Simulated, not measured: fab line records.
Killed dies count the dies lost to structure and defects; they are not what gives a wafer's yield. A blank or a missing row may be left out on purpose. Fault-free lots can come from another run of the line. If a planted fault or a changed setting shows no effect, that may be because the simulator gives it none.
Chamber matching ; flow n5Finfet ; N5_BEOL_M8_DESCUM_16 on rieDiel-04 has 4 sister chambers
The step chemistry O2, time 7.9 s. 4 wafers are shown with their chamber, then 8 later ones without.

## WAFERS, EACH WITH ITS CHAMBER
wafer;chamber;drypumpMotorCurrentA (A)
L081.1;2;6.8
L083.1;1;5.7
L083.3;3;5.8
L085.3;0;4.9

## WAFERS WITH NO CHAMBER GIVEN
wafer;drypumpMotorCurrentA (A)
L085.5;5.0
L085.6;5.8
L093.1;5.0
L093.3;6.8
L093.5;6.8
L097.1;5.0
L097.3;5.8
L097.4;5.7

## THE CHAMBER EACH PASSED THROUGH
wafer;from the rows above;in truth
L085.5;0;0
L085.6;can't be placed: 3 or 1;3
L093.1;0;0
L093.3;2;2
L093.5;2;2
L097.1;0;0
L097.3;can't be placed: 3 or 1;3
L097.4;can't be placed: 1 or 3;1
Placed correctly: 5 of 8. These rows do not allow placing 3 (true chamber among the candidates in 3). Wrongly placed: 0.
How it was worked out, from the rows above alone: a wafer's distance from a chamber is the root of the sum, over the readings, of the square of ((its reading less the chamber's mean) divided by the reading's scatter). The wafer belongs to the nearest chamber; if the next one is less than 2 further off, it can't be placed. For every chamber, the mean is computed from those of its wafers that are shown. The scatter (one wafer shown for each chamber): square how far every hidden wafer sits from the nearest shown wafer, average those squares and take the square root.
